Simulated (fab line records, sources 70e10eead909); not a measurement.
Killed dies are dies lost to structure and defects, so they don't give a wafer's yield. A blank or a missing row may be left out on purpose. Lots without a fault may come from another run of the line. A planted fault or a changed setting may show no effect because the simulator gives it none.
Problem report in the 8D (eight disciplines) form, filled by code | flow nand_harc | the parts of the form that need people (team, actions taken, sign-off) are left out

1. THE PROBLEM
cd_nm at NHARC_P_M2_CD_MEAS_09 reads a mean of 179.0 nm on 1 wafer of 1 lot; wafers without a fault read 169.8 nm with a standard deviation of 0.67. That is +14 standard deviations from the usual mean.
The step: target cd 170 nm.
First seen on wafer L678.5, day 14 02:25, on cd_sem-02. The record holds 33 wafers of 11 lots with a number at this step. Rule for "out", or "out of limits": more than 4 standard deviations from the usual mean. The other wafers with a number count as sound.

2. WHAT IT IS AND WHAT IT IS NOT
question                    | is                | is not
which readings at this step | cd_nm             | -
which lots                  | L678              | L662, L663, L664, L666, L669, L670, L671, L681, L682, L683
which wafers of those lots  | L678.5            | L678.2, L678.6
read on which gauges        | cd_sem-02         | cd_sem-01, cd_sem-03
when                        | from day 14 02:25 | up to then (23 sound wafers); but 9 sound wafers of L681, L682, L683 came after

3. SUSPECTS, AND WHAT RULES EACH OUT
Counting: a tool at a process step up to the reading stays a suspect if it ran every lot that is out. Sound lots after the first of them don't rule it out here, since some wafers of a struck lot are sound.
- the gauge at NHARC_P_M2_CD_MEAS_09: kept. All the wafers that are out were read on cd_sem-02, and no step on other tools shows them out.
- pvd_sputter-03 at NHARC_P_M1_DEGAS_29 (time 60 s): kept. It ran the lot that is out, L678 (day 13 23:26); its last sound lot up to then is L670 (day 10 14:35).
- pvd_sputter-03 at NHARC_P_M1_PRE_CLEAN_30 (time 30 s): kept. It ran the lot that is out, L678 (day 14 02:17); its last sound lot up to then is L670 (day 10 17:35). NHARC_P_M1_PRE_CLEAN_30 gives no start for some lots, so the hours and the order of its lots are those of NHARC_P_M2_EXPOSE_06.
- arfi_scanner-01 at NHARC_P_M2_EXPOSE_06 (exposes mask P M2, target cd 170 nm): kept. It ran the lot that is out, L678 (day 14 02:17); its last sound lot up to then is L671 (day 10 23:37).
Left after counting: pvd_sputter-03 at NHARC_P_M1_DEGAS_29, pvd_sputter-03 at NHARC_P_M1_PRE_CLEAN_30, arfi_scanner-01 at NHARC_P_M2_EXPOSE_06, cd_sem-02 at NHARC_P_M2_CD_MEAS_09.

4. THE CAUSE (what the simulator had put in)
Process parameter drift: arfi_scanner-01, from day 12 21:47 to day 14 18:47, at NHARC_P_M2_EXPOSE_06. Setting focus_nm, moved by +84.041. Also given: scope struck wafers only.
Counting left 4 suspects, and this tool is among them.

5. THE CHAIN OF EFFECTS, in route order
Each row: a reading whose mean over the struck wafers that have a number lies more than 3 standard deviations from the usual. Only readings for which the record gives a usual standard deviation are gone through. hours: the time from each lot's start at the first step in this table that gives one to its start at this step, as a median over the lots. sigmas: the change in usual standard deviations.
hours | step                  | reading | usual    | on struck wafers | change | sigmas
0     | NHARC_P_M2_CD_MEAS_09 | cd_nm   | 169.8 nm | 179.0            | +9.2   | +14
Later measuring or inspecting steps at which every struck wafer that the step has a row for has a number for every such reading, and none has moved that far: NHARC_END_SORT_01.

6. WHAT WOULD HAVE CAUGHT IT SOONER
In this record the first reading out of limits at a measuring or inspecting step was taken at day 14 02:25, 29 hours after the fault began at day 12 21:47.
Of the tool readings at NHARC_P_M2_EXPOSE_06 for which the record gives a usual standard deviation, none was out on any struck wafer, so an alarm limit of 4 standard deviations on them would not have fired.
All the lots that are out (1) had begun NHARC_P_M2_EXPOSE_06 on arfi_scanner-01 by day 14 02:25. A hold on the tool at that time would have spared none of them.
